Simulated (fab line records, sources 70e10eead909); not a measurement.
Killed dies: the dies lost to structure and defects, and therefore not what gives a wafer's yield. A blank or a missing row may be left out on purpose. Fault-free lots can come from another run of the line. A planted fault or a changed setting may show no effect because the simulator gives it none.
fab line records / flow nand-harc
record lots=14 wafers=42 last-day=33
route steps=1302 shown A_ONON_D1@425 A_CHANNEL_HOLE_D1@457 END@1302
lots that met no fault: taken from a fault-free run of the same line
start-h: the number of hours between the record's first day and the start of the first shown wafer of the lot / wait-h: how many hours have passed since the lot's step before this one / " repeats the value in the row above / L1.1+2: several wafers, shown together as one row / - value missing, or start not given / * or withheld: withheld / < > ~ a bound
route shown NAME@n: NAME is a module with steps in the file, n the number in the route of the first one / usual: mean/standard deviation taken from wafers without a fault / same: alike in all rows / chamber/n: place in a boat / sites: per-site readings / _std_site: standard deviation across them / _edge_site: outer sites' mean less inner sites' / radius-mm: how far each site lies from the wafer's centre / mask NAME#n: copy n / behind: the last tool/chamber to shape the wafer / hold: why the lot was held/for how many hours/how that ended / device: which transistor (n, p or np) failed to switch / end of line: tests of these same wafers at the route's end / step lacking rows: just its recipe / killed: the dies lost at the first sort to structure and to defects; this is not the yield of the wafer / map: per-die view of a wafer (x killed, . not killed, _ where there is no die)
set.NAME: the setting as run; set.NAME@STEP: as run at that earlier step / model.NAME: the simulator's own value behind a step, which no gauge read
the route's steps for a sample of lots (tables are steps, rows are wafers)
services: from which hour (start-h, from the record's first day; less than 0 if before it) a tool's chamber was out of use, for how many hours, and why
## steps
# step NHARC_A_ONON_D1_THK_MEAS_02
# recipe thk-meas-gauge=ellipsometry
# usual thk-nm=1000/11
lot.wafer=L146.2 tool=film-metro-01 chamber=- start-h=167.29 wait-h=- thk-nm=997
lot.wafer=L146.4 tool=film-metro-01 chamber=- start-h=167.29 wait-h=- thk-nm=998
lot.wafer=L146.6 tool=film-metro-01 chamber=- start-h=167.29 wait-h=- thk-nm=997
lot.wafer=L147.4 tool=film-metro-01 chamber=- start-h=180.31 wait-h=- thk-nm=1008
lot.wafer=L147.5 tool=film-metro-01 chamber=- start-h=180.31 wait-h=- thk-nm=1008
lot.wafer=L147.6 tool=film-metro-01 chamber=- start-h=180.31 wait-h=- thk-nm=1010
lot.wafer=L148.1 tool=film-metro-02 chamber=- start-h=195.02 wait-h=- thk-nm=1004
lot.wafer=L148.5 tool=film-metro-02 chamber=- start-h=195.02 wait-h=- thk-nm=1004
lot.wafer=L148.6 tool=film-metro-02 chamber=- start-h=195.02 wait-h=- thk-nm=1004
lot.wafer=L149.1 tool=film-metro-01 chamber=- start-h=201.86 wait-h=- thk-nm=1002
lot.wafer=L149.3 tool=film-metro-01 chamber=- start-h=201.86 wait-h=- thk-nm=1000
lot.wafer=L149.5 tool=film-metro-01 chamber=- start-h=201.86 wait-h=- thk-nm=1002
lot.wafer=L151.4 tool=film-metro-01 chamber=- start-h=223.35 wait-h=- thk-nm=1005
lot.wafer=L151.5 tool=film-metro-01 chamber=- start-h=223.35 wait-h=- thk-nm=1006
lot.wafer=L151.6 tool=film-metro-01 chamber=- start-h=223.35 wait-h=- thk-nm=1005
lot.wafer=L153.1 tool=film-metro-01 chamber=- start-h=243.77 wait-h=- thk-nm=992
lot.wafer=L153.4 tool=film-metro-01 chamber=- start-h=243.77 wait-h=- thk-nm=988
lot.wafer=L153.5 tool=film-metro-01 chamber=- start-h=243.77 wait-h=- thk-nm=991
lot.wafer=L154.2 tool=film-metro-02 chamber=- start-h=255.35 wait-h=- thk-nm=991
lot.wafer=L154.3 tool=film-metro-02 chamber=- start-h=255.35 wait-h=- thk-nm=993
lot.wafer=L154.6 tool=film-metro-02 chamber=- start-h=255.35 wait-h=- thk-nm=990
lot.wafer=L155.1 tool=film-metro-01 chamber=- start-h=273.39 wait-h=- thk-nm=1004
lot.wafer=L155.5 tool=film-metro-01 chamber=- start-h=273.39 wait-h=- thk-nm=1003
lot.wafer=L155.6 tool=film-metro-01 chamber=- start-h=273.39 wait-h=- thk-nm=1003
lot.wafer=L162.1 tool=film-metro-01 chamber=- start-h=324.53 wait-h=- thk-nm=1010
lot.wafer=L162.4 tool=film-metro-01 chamber=- start-h=324.53 wait-h=- thk-nm=1011
lot.wafer=L162.5 tool=film-metro-01 chamber=- start-h=324.53 wait-h=- thk-nm=1010
lot.wafer=L164.2 tool=film-metro-01 chamber=- start-h=348.25 wait-h=- thk-nm=1000
lot.wafer=L164.4 tool=film-metro-01 chamber=- start-h=348.25 wait-h=- thk-nm=1000
lot.wafer=L164.6 tool=film-metro-01 chamber=- start-h=348.25 wait-h=- thk-nm=1001
lot.wafer=L165.2 tool=film-metro-01 chamber=- start-h=361.00 wait-h=- thk-nm=1020
lot.wafer=L165.3 tool=film-metro-01 chamber=- start-h=361.00 wait-h=- thk-nm=1021
lot.wafer=L165.5 tool=film-metro-01 chamber=- start-h=361.00 wait-h=- thk-nm=1022
lot.wafer=L166.3 tool=film-metro-01 chamber=- start-h=377.08 wait-h=- thk-nm=996
lot.wafer=L166.4 tool=film-metro-01 chamber=- start-h=377.08 wait-h=- thk-nm=995
lot.wafer=L166.5 tool=film-metro-01 chamber=- start-h=377.08 wait-h=- thk-nm=994
lot.wafer=L168.2 tool=film-metro-01 chamber=- start-h=386.91 wait-h=- thk-nm=992
lot.wafer=L168.3 tool=film-metro-01 chamber=- start-h=386.91 wait-h=- thk-nm=993
lot.wafer=L168.5 tool=film-metro-01 chamber=- start-h=386.91 wait-h=- thk-nm=995
lot.wafer=L167.2 tool=film-metro-01 chamber=- start-h=386.91 wait-h=- thk-nm=999
lot.wafer=L167.3 tool=film-metro-01 chamber=- start-h=386.91 wait-h=- thk-nm=998
lot.wafer=L167.5 tool=film-metro-01 chamber=- start-h=386.91 wait-h=- thk-nm=998
# step NHARC_A_CHANNEL_HOLE_D1_SOFTBAKE_05
# recipe temp-c=105 time-s=55
# usual heater-power-total-W=188.46/0.15 plate-temp-C=104.97/0.13 resist-line-temp-C=23.03/0.1
lot.wafer=L146.2 tool=litho-track-01 chamber=0 start-h=183 wait-h=- heater-power-total-W=188.75 plate-temp-C=105.08 resist-line-temp-C=23.08
lot.wafer=L146.4 tool=litho-track-01 chamber=0 start-h=183 wait-h=- heater-power-total-W=188.56 plate-temp-C=104.90 resist-line-temp-C=22.91
lot.wafer=L146.6 tool=litho-track-01 chamber=0 start-h=183 wait-h=- heater-power-total-W=188.32 plate-temp-C=104.97 resist-line-temp-C=23.02
lot.wafer=L147.4 tool=litho-track-04 chamber=0 start-h=196 wait-h=- heater-power-total-W=188.77 plate-temp-C=105.01 resist-line-temp-C=23.10
lot.wafer=L147.5 tool=litho-track-04 chamber=0 start-h=196 wait-h=- heater-power-total-W=188.29 plate-temp-C=105.12 resist-line-temp-C=22.95
lot.wafer=L147.6 tool=litho-track-04 chamber=0 start-h=196 wait-h=- heater-power-total-W=188.41 plate-temp-C=105.21 resist-line-temp-C=23.08
lot.wafer=L148.1 tool=litho-track-04 chamber=0 start-h=211 wait-h=- heater-power-total-W=188.33 plate-temp-C=105.09 resist-line-temp-C=23.03
lot.wafer=L148.5 tool=litho-track-04 chamber=0 start-h=211 wait-h=- heater-power-total-W=188.74 plate-temp-C=105.14 resist-line-temp-C=23.20
lot.wafer=L148.6 tool=litho-track-04 chamber=0 start-h=211 wait-h=- heater-power-total-W=188.36 plate-temp-C=104.88 resist-line-temp-C=22.95
lot.wafer=L149.1 tool=litho-track-01 chamber=0 start-h=217 wait-h=- heater-power-total-W=188.46 plate-temp-C=105.03 resist-line-temp-C=23.06
lot.wafer=L149.3 tool=litho-track-01 chamber=0 start-h=217 wait-h=- heater-power-total-W=188.33 plate-temp-C=104.81 resist-line-temp-C=23.11
lot.wafer=L149.5 tool=litho-track-01 chamber=0 start-h=217 wait-h=- heater-power-total-W=188.59 plate-temp-C=104.80 resist-line-temp-C=23.00
lot.wafer=L151.4 tool=litho-track-01 chamber=0 start-h=239 wait-h=- heater-power-total-W=188.51 plate-temp-C=105.27 resist-line-temp-C=22.97
lot.wafer=L151.5 tool=litho-track-01 chamber=0 start-h=239 wait-h=- heater-power-total-W=188.45 plate-temp-C=105.11 resist-line-temp-C=22.98
lot.wafer=L151.6 tool=litho-track-01 chamber=0 start-h=239 wait-h=- heater-power-total-W=188.41 plate-temp-C=105.09 resist-line-temp-C=22.94
lot.wafer=L153.1 tool=litho-track-01 chamber=0 start-h=262 wait-h=- heater-power-total-W=175.84 plate-temp-C=99.76 resist-line-temp-C=22.98
lot.wafer=L153.4 tool=litho-track-01 chamber=0 start-h=262 wait-h=- heater-power-total-W=175.81 plate-temp-C=99.67 resist-line-temp-C=23.07
lot.wafer=L153.5 tool=litho-track-01 chamber=0 start-h=262 wait-h=- heater-power-total-W=175.61 plate-temp-C=99.68 resist-line-temp-C=22.98
lot.wafer=L154.2 tool=litho-track-06 chamber=0 start-h=270 wait-h=- heater-power-total-W=188.65 plate-temp-C=105.02 resist-line-temp-C=23.05
lot.wafer=L154.3 tool=litho-track-06 chamber=0 start-h=270 wait-h=- heater-power-total-W=188.49 plate-temp-C=104.80 resist-line-temp-C=23.14
lot.wafer=L154.6 tool=litho-track-06 chamber=0 start-h=270 wait-h=- heater-power-total-W=188.47 plate-temp-C=105.00 resist-line-temp-C=23.11
lot.wafer=L155.1 tool=litho-track-01 chamber=0 start-h=289 wait-h=- heater-power-total-W=175.55 plate-temp-C=99.45 resist-line-temp-C=22.89
lot.wafer=L155.5 tool=litho-track-01 chamber=0 start-h=289 wait-h=- heater-power-total-W=175.55 plate-temp-C=99.68 resist-line-temp-C=22.94
lot.wafer=L155.6 tool=litho-track-01 chamber=0 start-h=289 wait-h=- heater-power-total-W=175.62 plate-temp-C=99.56 resist-line-temp-C=22.89
lot.wafer=L162.1 tool=litho-track-06 chamber=0 start-h=339 wait-h=- heater-power-total-W=188.34 plate-temp-C=104.98 resist-line-temp-C=22.85
lot.wafer=L162.4 tool=litho-track-06 chamber=0 start-h=339 wait-h=- heater-power-total-W=188.49 plate-temp-C=105.13 resist-line-temp-C=23.06
lot.wafer=L162.5 tool=litho-track-06 chamber=0 start-h=339 wait-h=- heater-power-total-W=188.49 plate-temp-C=105.24 resist-line-temp-C=23.07
lot.wafer=L164.2 tool=litho-track-04 chamber=0 start-h=364 wait-h=- heater-power-total-W=188.63 plate-temp-C=105.01 resist-line-temp-C=23.02
lot.wafer=L164.4 tool=litho-track-04 chamber=0 start-h=364 wait-h=- heater-power-total-W=188.34 plate-temp-C=104.93 resist-line-temp-C=23.06
lot.wafer=L164.6 tool=litho-track-04 chamber=0 start-h=364 wait-h=- heater-power-total-W=188.63 plate-temp-C=104.96 resist-line-temp-C=22.99
lot.wafer=L165.2 tool=litho-track-01 chamber=0 start-h=379 wait-h=- heater-power-total-W=188.31 plate-temp-C=104.92 resist-line-temp-C=23.15
lot.wafer=L165.3 tool=litho-track-01 chamber=0 start-h=379 wait-h=- heater-power-total-W=188.67 plate-temp-C=104.82 resist-line-temp-C=23.09
lot.wafer=L165.5 tool=litho-track-01 chamber=0 start-h=379 wait-h=- heater-power-total-W=188.32 plate-temp-C=104.85 resist-line-temp-C=23.03
lot.wafer=L166.3 tool=litho-track-06 chamber=0 start-h=397 wait-h=- heater-power-total-W=188.30 plate-temp-C=104.91 resist-line-temp-C=23.13
lot.wafer=L166.4 tool=litho-track-06 chamber=0 start-h=397 wait-h=- heater-power-total-W=188.39 plate-temp-C=105.01 resist-line-temp-C=23.16
lot.wafer=L166.5 tool=litho-track-06 chamber=0 start-h=397 wait-h=- heater-power-total-W=188.43 plate-temp-C=105.01 resist-line-temp-C=23.20
lot.wafer=L167.2 tool=litho-track-06 chamber=0 start-h=403 wait-h=- heater-power-total-W=188.67 plate-temp-C=104.94 resist-line-temp-C=23.08
lot.wafer=L167.3 tool=litho-track-06 chamber=0 start-h=403 wait-h=- heater-power-total-W=188.75 plate-temp-C=104.90 resist-line-temp-C=23.08
lot.wafer=L167.5 tool=litho-track-06 chamber=0 start-h=403 wait-h=- heater-power-total-W=188.42 plate-temp-C=104.94 resist-line-temp-C=23.07
lot.wafer=L168.2 tool=litho-track-06 chamber=0 start-h=405 wait-h=- heater-power-total-W=188.46 plate-temp-C=104.97 resist-line-temp-C=23.16
lot.wafer=L168.3 tool=litho-track-06 chamber=0 start-h=405 wait-h=- heater-power-total-W=188.78 plate-temp-C=105.10 resist-line-temp-C=23.15
lot.wafer=L168.5 tool=litho-track-06 chamber=0 start-h=405 wait-h=- heater-power-total-W=188.43 plate-temp-C=105.07 resist-line-temp-C=23.08
# step NHARC_A_CHANNEL_HOLE_D1_OVL_MEAS_11
# usual overlay-x-nm=-0.3/0.73 overlay-y-nm=-0.2/0.87
lot.wafer=L146.2 tool=overlay-01 chamber=- start-h=183.91 wait-h=- overlay-x-nm=-0.5 overlay-y-nm=0.4
lot.wafer=L146.4 tool=overlay-01 chamber=- start-h=183.91 wait-h=- overlay-x-nm=-0.4 overlay-y-nm=0.5
lot.wafer=L146.6 tool=overlay-01 chamber=- start-h=183.91 wait-h=- overlay-x-nm=-0.3 overlay-y-nm=0.2
lot.wafer=L147.4 tool=overlay-01 chamber=- start-h=196.95 wait-h=- overlay-x-nm=0.4 overlay-y-nm=1.5
lot.wafer=L147.5 tool=overlay-01 chamber=- start-h=196.95 wait-h=- overlay-x-nm=0.4 overlay-y-nm=1.2
lot.wafer=L147.6 tool=overlay-01 chamber=- start-h=196.95 wait-h=- overlay-x-nm=0.2 overlay-y-nm=1.7
lot.wafer=L148.1 tool=overlay-02 chamber=- start-h=211.50 wait-h=- overlay-x-nm=0.5 overlay-y-nm=1.1
lot.wafer=L148.5 tool=overlay-02 chamber=- start-h=211.50 wait-h=- overlay-x-nm=0.3 overlay-y-nm=0.9
lot.wafer=L148.6 tool=overlay-02 chamber=- start-h=211.50 wait-h=- overlay-x-nm=0.0 overlay-y-nm=0.9
lot.wafer=L149.1 tool=overlay-02 chamber=- start-h=218.35 wait-h=- overlay-x-nm=-0.8 overlay-y-nm=0.4
lot.wafer=L149.3 tool=overlay-02 chamber=- start-h=218.35 wait-h=- overlay-x-nm=-0.8 overlay-y-nm=0.0
lot.wafer=L149.5 tool=overlay-02 chamber=- start-h=218.35 wait-h=- overlay-x-nm=-0.4 overlay-y-nm=0.3
lot.wafer=L151.4 tool=overlay-01 chamber=- start-h=240.06 wait-h=- overlay-x-nm=0.0 overlay-y-nm=-1.9
lot.wafer=L151.5 tool=overlay-01 chamber=- start-h=240.06 wait-h=- overlay-x-nm=0.0 overlay-y-nm=-1.4
lot.wafer=L151.6 tool=overlay-01 chamber=- start-h=240.06 wait-h=- overlay-x-nm=-0.1 overlay-y-nm=-1.8
lot.wafer=L153.1 tool=overlay-01 chamber=- start-h=262.62 wait-h=- overlay-x-nm=0.5 overlay-y-nm=-0.5
lot.wafer=L153.4 tool=overlay-01 chamber=- start-h=262.62 wait-h=- overlay-x-nm=0.2 overlay-y-nm=-0.8
lot.wafer=L153.5 tool=overlay-01 chamber=- start-h=262.62 wait-h=- overlay-x-nm=0.5 overlay-y-nm=-0.2
lot.wafer=L154.2 tool=overlay-01 chamber=- start-h=270.97 wait-h=- overlay-x-nm=-0.9 overlay-y-nm=-0.5
lot.wafer=L154.3 tool=overlay-01 chamber=- start-h=270.97 wait-h=- overlay-x-nm=-0.4 overlay-y-nm=-0.7
lot.wafer=L154.6 tool=overlay-01 chamber=- start-h=270.97 wait-h=- overlay-x-nm=-1.0 overlay-y-nm=-0.2
lot.wafer=L155.1 tool=overlay-01 chamber=- start-h=290.09 wait-h=- overlay-x-nm=0.4 overlay-y-nm=0.8
lot.wafer=L155.5 tool=overlay-01 chamber=- start-h=290.09 wait-h=- overlay-x-nm=1.0 overlay-y-nm=0.8
lot.wafer=L155.6 tool=overlay-01 chamber=- start-h=290.09 wait-h=- overlay-x-nm=0.8 overlay-y-nm=0.6
lot.wafer=L162.1 tool=overlay-02 chamber=- start-h=340.39 wait-h=- overlay-x-nm=-0.7 overlay-y-nm=-0.9
lot.wafer=L162.4 tool=overlay-02 chamber=- start-h=340.39 wait-h=- overlay-x-nm=-1.5 overlay-y-nm=-0.9
lot.wafer=L162.5 tool=overlay-02 chamber=- start-h=340.39 wait-h=- overlay-x-nm=-0.8 overlay-y-nm=-1.2
lot.wafer=L164.2 tool=overlay-02 chamber=- start-h=364.84 wait-h=- overlay-x-nm=-0.6 overlay-y-nm=0.3
lot.wafer=L164.4 tool=overlay-02 chamber=- start-h=364.84 wait-h=- overlay-x-nm=-1.0 overlay-y-nm=0.8
lot.wafer=L164.6 tool=overlay-02 chamber=- start-h=364.84 wait-h=- overlay-x-nm=-1.3 overlay-y-nm=0.7
lot.wafer=L165.2 tool=overlay-01 chamber=- start-h=379.51 wait-h=- overlay-x-nm=-1.0 overlay-y-nm=0.7
lot.wafer=L165.3 tool=overlay-01 chamber=- start-h=379.51 wait-h=- overlay-x-nm=-0.8 overlay-y-nm=0.5
lot.wafer=L165.5 tool=overlay-01 chamber=- start-h=379.51 wait-h=- overlay-x-nm=-0.8 overlay-y-nm=1.1
lot.wafer=L166.3 tool=overlay-01 chamber=- start-h=397.58 wait-h=- overlay-x-nm=-0.6 overlay-y-nm=-0.9
lot.wafer=L166.4 tool=overlay-01 chamber=- start-h=397.58 wait-h=- overlay-x-nm=-0.2 overlay-y-nm=-0.7
lot.wafer=L166.5 tool=overlay-01 chamber=- start-h=397.58 wait-h=- overlay-x-nm=0.0 overlay-y-nm=-0.7
lot.wafer=L167.2 tool=overlay-02 chamber=- start-h=403.52 wait-h=- overlay-x-nm=0.8 overlay-y-nm=0.2
lot.wafer=L167.3 tool=overlay-02 chamber=- start-h=403.52 wait-h=- overlay-x-nm=1.1 overlay-y-nm=-0.3
lot.wafer=L167.5 tool=overlay-02 chamber=- start-h=403.52 wait-h=- overlay-x-nm=1.2 overlay-y-nm=0.3
lot.wafer=L168.2 tool=overlay-02 chamber=- start-h=405.43 wait-h=- overlay-x-nm=0.9 overlay-y-nm=-1.2
lot.wafer=L168.3 tool=overlay-02 chamber=- start-h=405.43 wait-h=- overlay-x-nm=1.3 overlay-y-nm=-1.5
lot.wafer=L168.5 tool=overlay-02 chamber=- start-h=405.43 wait-h=- overlay-x-nm=1.3 overlay-y-nm=-1.0
# step NHARC_A_CHANNEL_HOLE_D1_CD_MEAS_18
# usual cd-nm=99/3.4
lot.wafer=L146.2 tool=cd-sem-03 chamber=- start-h=186.27 wait-h=- cd-nm=99
lot.wafer=L146.4 tool=cd-sem-03 chamber=- start-h=186.27 wait-h=- cd-nm=101
lot.wafer=L146.6 tool=cd-sem-03 chamber=- start-h=186.27 wait-h=- cd-nm=95
lot.wafer=L147.4 tool=cd-sem-03 chamber=- start-h=198.16 wait-h=- cd-nm=100
lot.wafer=L147.5 tool=cd-sem-03 chamber=- start-h=198.16 wait-h=- cd-nm=93
lot.wafer=L147.6 tool=cd-sem-03 chamber=- start-h=198.16 wait-h=- cd-nm=99
lot.wafer=L148.1 tool=cd-sem-03 chamber=- start-h=212.71 wait-h=- cd-nm=100
lot.wafer=L148.5 tool=cd-sem-03 chamber=- start-h=212.71 wait-h=- cd-nm=102
lot.wafer=L148.6 tool=cd-sem-03 chamber=- start-h=212.71 wait-h=- cd-nm=98
lot.wafer=L149.1 tool=cd-sem-01 chamber=- start-h=219.56 wait-h=- cd-nm=97
lot.wafer=L149.3 tool=cd-sem-01 chamber=- start-h=219.56 wait-h=- cd-nm=99
lot.wafer=L149.5 tool=cd-sem-01 chamber=- start-h=219.56 wait-h=- cd-nm=102
lot.wafer=L151.4 tool=cd-sem-03 chamber=- start-h=241.27 wait-h=- cd-nm=97
lot.wafer=L151.5 tool=cd-sem-03 chamber=- start-h=241.27 wait-h=- cd-nm=102
lot.wafer=L151.6 tool=cd-sem-03 chamber=- start-h=241.27 wait-h=- cd-nm=93
lot.wafer=L153.1 tool=cd-sem-02 chamber=- start-h=263.83 wait-h=- cd-nm=96
lot.wafer=L153.4 tool=cd-sem-02 chamber=- start-h=263.83 wait-h=- cd-nm=101
lot.wafer=L153.5 tool=cd-sem-02 chamber=- start-h=263.83 wait-h=- cd-nm=102
lot.wafer=L154.2 tool=cd-sem-03 chamber=- start-h=272.18 wait-h=- cd-nm=103
lot.wafer=L154.3 tool=cd-sem-03 chamber=- start-h=272.18 wait-h=- cd-nm=97
lot.wafer=L154.6 tool=cd-sem-03 chamber=- start-h=272.18 wait-h=- cd-nm=102
lot.wafer=L155.1 tool=cd-sem-01 chamber=- start-h=291.36 wait-h=- cd-nm=100
lot.wafer=L155.5 tool=cd-sem-01 chamber=- start-h=291.36 wait-h=- cd-nm=103
lot.wafer=L155.6 tool=cd-sem-01 chamber=- start-h=291.36 wait-h=- cd-nm=100
lot.wafer=L162.1 tool=cd-sem-03 chamber=- start-h=341.59 wait-h=- cd-nm=100
lot.wafer=L162.4 tool=cd-sem-03 chamber=- start-h=341.59 wait-h=- cd-nm=99
lot.wafer=L162.5 tool=cd-sem-03 chamber=- start-h=341.59 wait-h=- cd-nm=94
lot.wafer=L164.2 tool=cd-sem-03 chamber=- start-h=366.15 wait-h=- cd-nm=102
lot.wafer=L164.4 tool=cd-sem-03 chamber=- start-h=366.15 wait-h=- cd-nm=105
lot.wafer=L164.6 tool=cd-sem-03 chamber=- start-h=366.15 wait-h=- cd-nm=98
lot.wafer=L165.2 tool=cd-sem-03 chamber=- start-h=380.73 wait-h=- cd-nm=100
lot.wafer=L165.3 tool=cd-sem-03 chamber=- start-h=380.73 wait-h=- cd-nm=101
lot.wafer=L165.5 tool=cd-sem-03 chamber=- start-h=380.73 wait-h=- cd-nm=100
lot.wafer=L166.3 tool=cd-sem-01 chamber=- start-h=398.94 wait-h=- cd-nm=101
lot.wafer=L166.4 tool=cd-sem-01 chamber=- start-h=398.94 wait-h=- cd-nm=100
lot.wafer=L166.5 tool=cd-sem-01 chamber=- start-h=398.94 wait-h=- cd-nm=101
lot.wafer=L167.2 tool=cd-sem-02 chamber=- start-h=404.73 wait-h=- cd-nm=98
lot.wafer=L167.3 tool=cd-sem-02 chamber=- start-h=404.73 wait-h=- cd-nm=100
lot.wafer=L167.5 tool=cd-sem-02 chamber=- start-h=404.73 wait-h=- cd-nm=97
lot.wafer=L168.2 tool=cd-sem-02 chamber=- start-h=406.63 wait-h=- cd-nm=94
lot.wafer=L168.3 tool=cd-sem-02 chamber=- start-h=406.63 wait-h=- cd-nm=93
lot.wafer=L168.5 tool=cd-sem-02 chamber=- start-h=406.63 wait-h=- cd-nm=97
# step NHARC_END_SORT_01
# recipe temp-c=25
# usual killed-at-array=59/20 killed-at-other=0.8/1.1 killed-at-periphery=5/3.1 killed-dies=64/21 killed-open=3.4/1.9 killed-short=2.3/1.7
# same gross-dies=677
lot.wafer=L153.1 tool=prober-02 chamber=0 start-h=634.51 wait-h=2.5 killed-at-array=62 killed-at-other=0 killed-at-periphery=3 killed-dies=65 killed-open=3 killed-short=2
lot.wafer=L153.4 tool=prober-02 chamber=0 start-h=636.93 wait-h=3.4 killed-at-array=61 killed-at-other=0 killed-at-periphery=3 killed-dies=64 killed-open=2 killed-short=1
lot.wafer=L153.5 tool=prober-02 chamber=0 start-h=637.74 wait-h=3.7 killed-at-array=58 killed-at-other=1 killed-at-periphery=4 killed-dies=63 killed-open=6 killed-short=2
lot.wafer=L155.1 tool=prober-01 chamber=0 start-h=674.46 wait-h=2.5 killed-at-array=78 killed-at-other=1 killed-at-periphery=2 killed-dies=81 killed-open=2 killed-short=3
lot.wafer=L155.5 tool=prober-01 chamber=0 start-h=677.65 wait-h=3.7 killed-at-array=65 killed-at-other=0 killed-at-periphery=4 killed-dies=69 killed-open=4 killed-short=2
lot.wafer=L155.6 tool=prober-01 chamber=0 start-h=678.45 wait-h=4.0 killed-at-array=84 killed-at-other=1 killed-at-periphery=9 killed-dies=94 killed-open=10 killed-short=1
lot.wafer=L162.1 tool=prober-01 chamber=0 start-h=738.11 wait-h=2.5 killed-at-array=62 killed-at-other=0 killed-at-periphery=5 killed-dies=67 killed-open=1 killed-short=1
lot.wafer=L162.4 tool=prober-01 chamber=0 start-h=740.53 wait-h=3.4 killed-at-array=71 killed-at-other=0 killed-at-periphery=3 killed-dies=74 killed-open=4 killed-short=0
lot.wafer=L162.5 tool=prober-01 chamber=0 start-h=741.34 wait-h=3.7 killed-at-array=60 killed-at-other=0 killed-at-periphery=1 killed-dies=61 killed-open=4 killed-short=3
# killed by level:class
L153.1 A_CHANNEL_HOLE_D1:chamber-film-flake=40 A_CHANNEL_HOLE_D2:chamber-film-flake=9 A_CONTACT:chamber-film-flake=4 A_WL_FILL:chamber-film-flake=3 P_CONTACT:geometric-particle:open=1 A_SOURCE_PLATE:geometric-particle:open=1 A_ONON_D1:geometric-particle:short=1 A_ONON_D1:geometric-particle:open=1
L153.4 A_CHANNEL_HOLE_D1:chamber-film-flake=35 A_CHANNEL_HOLE_D2:chamber-film-flake=11 A_CONTACT:chamber-film-flake=7 A_WL_FILL:chamber-film-flake=5 P_GATE:geometric-particle:open=1 A_SOURCE_PLATE:geometric-particle:short=1 A_ONON_D2:geometric-particle:open=1 P_ZERO_WELL:chamber-film-flake=1
L153.5 A_CHANNEL_HOLE_D1:chamber-film-flake=31 A_CHANNEL_HOLE_D2:chamber-film-flake=8 A_CONTACT:chamber-film-flake=8 A_CHANNEL_FILL_D1:geometric-particle:open=2 A_STAIRCASE:chamber-film-flake=2 P_CONTACT:geometric-particle:short=1 P_M0:geometric-particle:open=1 A_ONON_D1:geometric-particle:open=1
L155.1 A_CHANNEL_HOLE_D1:chamber-film-flake=33 A_SLIT:chamber-film-flake=23 A_CONTACT:chamber-film-flake=8 A_STAIRCASE:chamber-film-flake=3 A_M1:chamber-film-flake=3 A_CHANNEL_HOLE_D2:chamber-film-flake=2 P_CONTACT:geometric-particle:open=1 A_ONON_D1:geometric-particle:short=1
L155.5 A_CHANNEL_HOLE_D1:chamber-film-flake=28 A_SLIT:chamber-film-flake=25 A_CHANNEL_HOLE_D2:unspecified=3 A_M1:chamber-film-flake=3 P_GATE:chamber-film-flake=2 P_M1:geometric-particle:short=1 P_M2:geometric-particle:open=1 A_ONON_D2:geometric-particle:short=1
L155.6 A_CHANNEL_HOLE_D1:chamber-film-flake=34 A_SLIT:chamber-film-flake=34 A_M1:chamber-film-flake=6 P_M0:geometric-particle:open=5 P_M2:geometric-particle:open=2 P_ZERO_WELL:chamber-film-flake=2 A_CHANNEL_HOLE_D2:unspecified=2 A_ONON_D1:geometric-particle:short=1
L162.1 A_CHANNEL_HOLE_D1:chamber-film-flake=34 A_STAIRCASE:chamber-film-flake=8 A_SLIT:chamber-film-flake=6 P_STI:chamber-film-flake=4 A_CHANNEL_HOLE_D2:chamber-film-flake=4 A_CONTACT:chamber-film-flake=4 A_CHANNEL_FILL_D2:chamber-film-flake=2 A_ONON_D1:geometric-particle:short=1
L162.4 A_CHANNEL_HOLE_D1:chamber-film-flake=32 A_STAIRCASE:chamber-film-flake=11 A_CONTACT:chamber-film-flake=10 A_SLIT:chamber-film-flake=8 A_CHANNEL_HOLE_D2:chamber-film-flake=6 A_ONON_D1:geometric-particle:open=2 P_STI:chamber-film-flake=2 P_CONTACT:geometric-particle:open=1
L162.5 A_CHANNEL_HOLE_D1:chamber-film-flake=25 A_STAIRCASE:chamber-film-flake=10 A_CHANNEL_HOLE_D2:chamber-film-flake=8 A_SLIT:chamber-film-flake=4 A_CONTACT:chamber-film-flake=3 A_ONON_D1:geometric-particle:open=2 A_CHANNEL_FILL_D1:geometric-particle:short=1 A_DECK1_JOINT:geometric-particle:short=1
## services
tool=litho-track-06 chamber=- start-h=179.00 hours=7.0 kind=pm
tool=litho-track-04 chamber=- start-h=203.00 hours=7.0 kind=pm
tool=litho-track-01 chamber=- start-h=330.01 hours=7.0 kind=pm
tool=litho-track-06 chamber=- start-h=354.01 hours=7.0 kind=pm
tool=litho-track-04 chamber=- start-h=378.00 hours=7.0 kind=pm
## key
first-sign step=NHARC_A_CHANNEL_HOLE_D1_SOFTBAKE_05 reading=heater-power-total-W direction=down sigmas=87 usual=* struck=*
effect step=NHARC_A_CHANNEL_HOLE_D1_SOFTBAKE_05 reading=plate-temp-C direction=down sigmas=41 usual=* struck=*
met-at NHARC_A_CHANNEL_HOLE_D1_SOFTBAKE_05
struck-lots L153,L155
tester-left-out L153,L155
not-acting-at NHARC_A_ONON_D1_THK_MEAS_02,NHARC_A_CHANNEL_HOLE_D1_OVL_MEAS_11,NHARC_A_CHANNEL_HOLE_D1_CD_MEAS_18
onset-between 239 262
fault kind=process-parameter-drift tool=litho-track-01 chamber=- onset-h=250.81 steps=NHARC_A_CHANNEL_HOLE_D1_SOFTBAKE_05 channel=temp-c offset=* shape=step end-h=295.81 acts-in=* stated=*
# tester-left-out: of these lots the tester's yield and bins aren't shown, on N5 and GAA mostly nor the transistor test; their killed dies are dies lost to structure and defects alone, not to doping, threshold or leakage, so they don't give the yield
